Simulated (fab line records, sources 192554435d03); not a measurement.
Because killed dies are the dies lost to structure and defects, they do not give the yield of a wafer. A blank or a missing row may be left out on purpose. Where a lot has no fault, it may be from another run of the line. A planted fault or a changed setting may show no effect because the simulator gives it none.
The tool behind it: which one?    flow n5Finfet    24 lots, 72 wafers sampled, at 4 steps of a route of 1938

== WHAT THE GAUGES SHOWED, per wafer ==
N5_BEOL_M2_INSPECT_13: inspects for defects (brightfield).
lot   measured      on                rawDefectCount
L074  day 6 11:45   defectInspect-02  385 407 427
L075  day 6 16:55   defectInspect-02  295 288 276
L077  day 7 07:08   defectInspect-01  307 396 394
L076  day 7 07:49   defectInspect-02  272 428 346
L079  day 7 19:39   defectInspect-01  357 415 307
L078  day 7 21:10   defectInspect-02  493 404 425
L080  day 8 06:19   defectInspect-02  425 426 328
L081  day 8 10:42   defectInspect-02  309 352 374
L083  day 8 17:19   defectInspect-02  315 308 350
L082  day 8 21:34   defectInspect-01  559 348 369
L084  day 9 02:26   defectInspect-01  375 334 368
L085  day 9 12:11   defectInspect-02  429 327 345
L086  day 9 23:29   defectInspect-02  494 342 419
L087  day 10 01:07  defectInspect-02  398 351 452
L088  day 10 05:50  defectInspect-01  296 369 327
L089  day 10 09:43  defectInspect-02  374 422 359
L090  day 10 20:29  defectInspect-01  307 338 283
L091  day 11 02:11  defectInspect-01  328 556 384
L092  day 11 07:28  defectInspect-02  418 302 412
L094  day 11 15:40  defectInspect-02  359 292 365
L093  day 11 16:27  defectInspect-01  255 222 251
L095  day 11 21:29  defectInspect-01  324 311 385
L096  day 12 13:34  defectInspect-01  420 545 501
L097  day 12 19:04  defectInspect-01  354 428 585

== WHAT TOOL EACH LOT RAN ON (gives the tool, then ch and the chambers of the sampled wafers, and finally the start) ==
lot   N5_BEOL_M1_ANNEAL_49         N5_BEOL_M1_ANNEAL_82         N5_BEOL_M1_ANNEAL_93
L074  pvdSputter-01, day 6 08:05   pvdSputter-01, day 6 08:31   pvdSputter-01, day 6 09:24
L075  pvdSputter-03, day 6 11:46   pvdSputter-03, day 6 12:12   pvdSputter-03, day 6 13:05
L077  pvdSputter-01, day 7 03:09   pvdSputter-01, day 7 03:35   pvdSputter-01, day 7 04:32
L076  pvdSputter-02, day 7 04:15   pvdSputter-02, day 7 04:41   pvdSputter-02, day 7 05:34
L079  pvdSputter-03, day 7 16:03   pvdSputter-03, day 7 16:29   pvdSputter-03, day 7 17:22
L078  pvdSputter-02, day 7 16:30   pvdSputter-02, day 7 16:56   pvdSputter-02, day 7 17:49
L080  pvdSputter-02, day 8 02:51   pvdSputter-02, day 8 03:17   pvdSputter-02, day 8 04:10
L081  pvdSputter-03, day 8 07:00   pvdSputter-03, day 8 07:26   pvdSputter-03, day 8 08:19
L083  pvdSputter-01, day 8 13:52   pvdSputter-01, day 8 14:18   pvdSputter-01, day 8 15:11
L082  pvdSputter-02, day 8 16:05   pvdSputter-02, day 8 16:32   pvdSputter-02, day 8 17:25
L084  pvdSputter-03, day 8 22:47   pvdSputter-03, day 8 23:14   pvdSputter-03, day 9 00:07
L085  pvdSputter-03, day 9 05:52   pvdSputter-03, day 9 06:18   pvdSputter-03, day 9 07:11
L086  pvdSputter-01, day 9 18:46   pvdSputter-01, day 9 19:13   pvdSputter-01, day 9 20:05
L087  pvdSputter-03, day 9 20:48   pvdSputter-03, day 9 21:14   pvdSputter-03, day 9 22:07
L088  pvdSputter-01, day 10 01:46  pvdSputter-01, day 10 02:13  pvdSputter-01, day 10 03:05
L089  pvdSputter-02, day 10 01:55  pvdSputter-02, day 10 02:21  pvdSputter-02, day 10 03:14
L090  pvdSputter-03, day 10 15:35  pvdSputter-03, day 10 16:01  pvdSputter-03, day 10 16:54
L091  pvdSputter-02, day 10 21:45  pvdSputter-02, day 10 22:11  pvdSputter-02, day 10 23:04
L092  pvdSputter-03, day 11 03:19  pvdSputter-03, day 11 03:45  pvdSputter-03, day 11 04:38
L094  pvdSputter-02, day 11 11:01  pvdSputter-02, day 11 11:28  pvdSputter-02, day 11 12:20
L093  pvdSputter-02, day 11 12:52  pvdSputter-02, day 11 13:18  pvdSputter-02, day 11 14:11
L095  pvdSputter-03, day 11 17:19  pvdSputter-03, day 11 17:46  pvdSputter-03, day 11 18:38
L096  pvdSputter-01, day 12 08:15  pvdSputter-01, day 12 08:41  pvdSputter-01, day 12 09:34
L097  pvdSputter-03, day 12 15:11  pvdSputter-03, day 12 15:38  pvdSputter-03, day 12 16:31
- N5_BEOL_M1_ANNEAL_49: time 240 s.
- N5_BEOL_M1_ANNEAL_82: time 240 s.
- N5_BEOL_M1_ANNEAL_93: time 240 s.

== AS READ BY THE TOOLS THEMSELVES (means over the sampled wafers that have a number; for cases with no such wafer, the mark the record gives instead) ==
N5_BEOL_M1_ANNEAL_49.
lot   tool           heaterPowerW (W)
L074  pvdSputter-01  805
L075  pvdSputter-03  736
L077  pvdSputter-01  825
L076  pvdSputter-02  865
L079  pvdSputter-03  759
L078  pvdSputter-02  810
L080  pvdSputter-02  856
L081  pvdSputter-03  890
L083  pvdSputter-01  782
L082  pvdSputter-02  829
L084  pvdSputter-03  793
L085  pvdSputter-03  799
L086  pvdSputter-01  764
L087  pvdSputter-03  708
L088  pvdSputter-01  832
L089  pvdSputter-02  848
L090  pvdSputter-03  801
L091  pvdSputter-02  832
L092  pvdSputter-03  762
L094  pvdSputter-02  850
L093  pvdSputter-02  860
L095  pvdSputter-03  800
L096  pvdSputter-01  814
L097  pvdSputter-03  767

N5_BEOL_M1_ANNEAL_82.
lot   tool           heaterPowerW (W)
L074  pvdSputter-01  808
L075  pvdSputter-03  736
L077  pvdSputter-01  832
L076  pvdSputter-02  848
L079  pvdSputter-03  764
L078  pvdSputter-02  813
L080  pvdSputter-02  849
L081  pvdSputter-03  907
L083  pvdSputter-01  790
L082  pvdSputter-02  826
L084  pvdSputter-03  795
L085  pvdSputter-03  806
L086  pvdSputter-01  752
L087  pvdSputter-03  713
L088  pvdSputter-01  835
L089  pvdSputter-02  840
L090  pvdSputter-03  805
L091  pvdSputter-02  846
L092  pvdSputter-03  776
L094  pvdSputter-02  860
L093  pvdSputter-02  870
L095  pvdSputter-03  797
L096  pvdSputter-01  830
L097  pvdSputter-03  778

N5_BEOL_M1_ANNEAL_93.
lot   tool           heaterPowerW (W)
L074  pvdSputter-01  803
L075  pvdSputter-03  731
L077  pvdSputter-01  821
L076  pvdSputter-02  866
L079  pvdSputter-03  771
L078  pvdSputter-02  808
L080  pvdSputter-02  864
L081  pvdSputter-03  896
L083  pvdSputter-01  774
L082  pvdSputter-02  833
L084  pvdSputter-03  801
L085  pvdSputter-03  807
L086  pvdSputter-01  766
L087  pvdSputter-03  702
L088  pvdSputter-01  828
L089  pvdSputter-02  836
L090  pvdSputter-03  800
L091  pvdSputter-02  826
L092  pvdSputter-03  764
L094  pvdSputter-02  854
L093  pvdSputter-02  870
L095  pvdSputter-03  804
L096  pvdSputter-01  822
L097  pvdSputter-03  765

== THE ANSWER, worked out from the rows above alone ==
Rule: the lots themselves supply what counts as usual. The widest of any qualifying gaps counts: lots, ordered by their means at a reading, are off when they make up no more than a third of the lots, leave a main group of 4 or more, and stand apart from it by 3 or more times the standard deviation of that group's means. A main group is skipped when, at the precision printed for the reading in the tables above, its means are all equal. Also off: a lot with no number at a reading for which 4 or more lots have one. All remaining lots with rows at the step are treated as sound. Order of review: gauges by route order, followed by the tools' own readings, for which a lot's mean as printed above is used. At the first step where some lot is off, the reading lying furthest off is the one used; lots without a number count as furthest.
Across all readings shown, no lot is off: no conclusion can be drawn from this.

== WHAT THE SIMULATOR HAD INSERTED ==
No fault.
